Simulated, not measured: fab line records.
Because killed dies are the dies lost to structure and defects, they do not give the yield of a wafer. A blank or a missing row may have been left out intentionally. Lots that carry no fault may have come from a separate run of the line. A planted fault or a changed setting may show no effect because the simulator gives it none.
The same fault as seen by 3 desks | flow n5 finfet | only its own numbers are on each desk; what lay behind them is given at the end

THE METROLOGY DESK
Means of the sampled wafers that have a number, per lot and without regard to the tool the lot ran on: this is what the gauges read. The brackets show how far a lot's mean lies from the usual mean; more than 4 standard deviations puts the lot out of limits, marked OUT. Shown here are 7 of its 10 readings, the ones lying furthest out on some lot.
Columns: A = DIBL_N at N5_BEOL_M4_RC_MEAS_101, usual 36.0 mV/V; B = DIBL_P at N5_BEOL_M4_RC_MEAS_101, usual 36.2 mV/V; C = IOFF_P at N5_BEOL_M4_RC_MEAS_101, usual 0.21 nA/um; D = SS_N at N5_BEOL_M4_RC_MEAS_101, usual 71.4 mV/dec; E = SS_P at N5_BEOL_M4_RC_MEAS_101, usual 73.2 mV/dec; F = VT_N at N5_BEOL_M4_RC_MEAS_101, usual 250.2 mV; G = VT_P at N5_BEOL_M4_RC_MEAS_101, usual -251 mV
lot  | first seen here | A    | B    | C    | D    | E    | F     | G
L375 | day 11 22:34    | 36.9 | 38.7 | 0.20 | 71.4 | 73.6 | 249.9 | -251
L376 | day 12 00:50    | 35.4 | 36.2 | 0.19 | 71.3 | 72.7 | 250.2 | -251
L377 | day 12 05:21    | 36.4 | 36.4 | 0.19 | 71.7 | 73.0 | 251.7 | -253
L378 | day 12 12:19    | 33.8 | 35.1 | 0.18 | 70.8 | 72.3 | 252.4 | -252
L379 | day 12 18:04    | 36.3 | 35.6 | 0.20 | 71.6 | 73.4 | 249.9 | -252
L389 | day 15 04:00    | 35.2 | 33.5 | 0.19 | 70.7 | 72.6 | 255.1 | -252
L390 | day 15 06:22    | 37.0 | 37.1 | 0.20 | 71.4 | 72.8 | 247.9 | -250
L391 | day 15 06:41    | 36.3 | 37.1 | 0.26 | 71.2 | 73.3 | 247.3 | -243
L392 | day 15 08:19    | 36.6 | 35.9 | 0.24 | 71.4 | 73.4 | 249.6 | -246
This desk's verdict: no lot among the 9 shows anything out of limits.

THE DEFECT DESK
Lot by lot, what the route's inspections counted, given as the mean of those sampled wafers with a number. The brackets show how far a lot's mean lies from the usual mean; more than 4 standard deviations puts the lot out of limits, marked OUT.
Columns: A = raw defect count at N5_STI_FIN_REVEAL_INSPECT_13, usual 11
lot  | first seen here | A
L375 | day 3 18:19     | 13
L376 | day 4 00:02     | 9
L377 | day 4 06:03     | 6
L378 | day 4 14:05     | 8
L379 | day 4 18:28     | 6
L389 | day 7 10:03     | 11
L390 | day 7 15:18     | 14
L391 | day 7 21:17     | 9
L392 | day 8 03:31     | 19
This desk's verdict: no lot among the 9 shows anything out of limits.

DESK OF THE TOOL OWNER: litho track-02
The tool's own readings at N5_DUMMY_GATE_COAT_28 (time 60 s, resist thk 10 nm): means of the sampled wafers that have a number, for each lot that ran on this tool. The brackets show how far a lot's mean lies from the usual mean; more than 4 standard deviations puts the lot out of limits, marked OUT.
Columns: A = spin speed rpm at N5_DUMMY_GATE_COAT_28, usual 1500.0 rpm
lot  | first seen here | A
L376 | day 4 09:45     | 1500.3
L375 | day 4 11:04     | 1499.9
L377 | day 4 17:40     | 1344.6 (-99 or more) OUT
L378 | day 5 00:08     | 1345.1 (-99 or more) OUT
L379 | day 5 02:41     | 1345.8 (-99 or more) OUT
L392 | day 8 11:44     | 1500.6
Finding of this desk: L377, L378, L379 out of limits; the first was L377 at day 4 17:40, on spin speed rpm at N5_DUMMY_GATE_COAT_28. L376, L375, L392 stayed within limits.

PUT TOGETHER
The tool owner's desk could have raised an alarm at day 4 17:40, on L377, L378, L379.
The metrology desk saw nothing out of limits.
Nothing out of limits was seen by the defect desk.
The metrology desk has L377, L378, L379 on record, within its limits.
The defect desk has L377, L378, L379 on record, within its limits.
All the named lots went through N5_DUMMY_GATE_COAT_28 on litho track-02.

WHAT THE SIMULATOR HAD PUT IN
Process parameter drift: litho track-02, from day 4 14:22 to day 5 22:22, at N5_DUMMY_GATE_COAT_28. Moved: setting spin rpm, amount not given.
Shown lots that were struck: L377, L378, L379.
Each desk's first reading out of limits, in hours after the fault started: the tool owner's desk, 3.
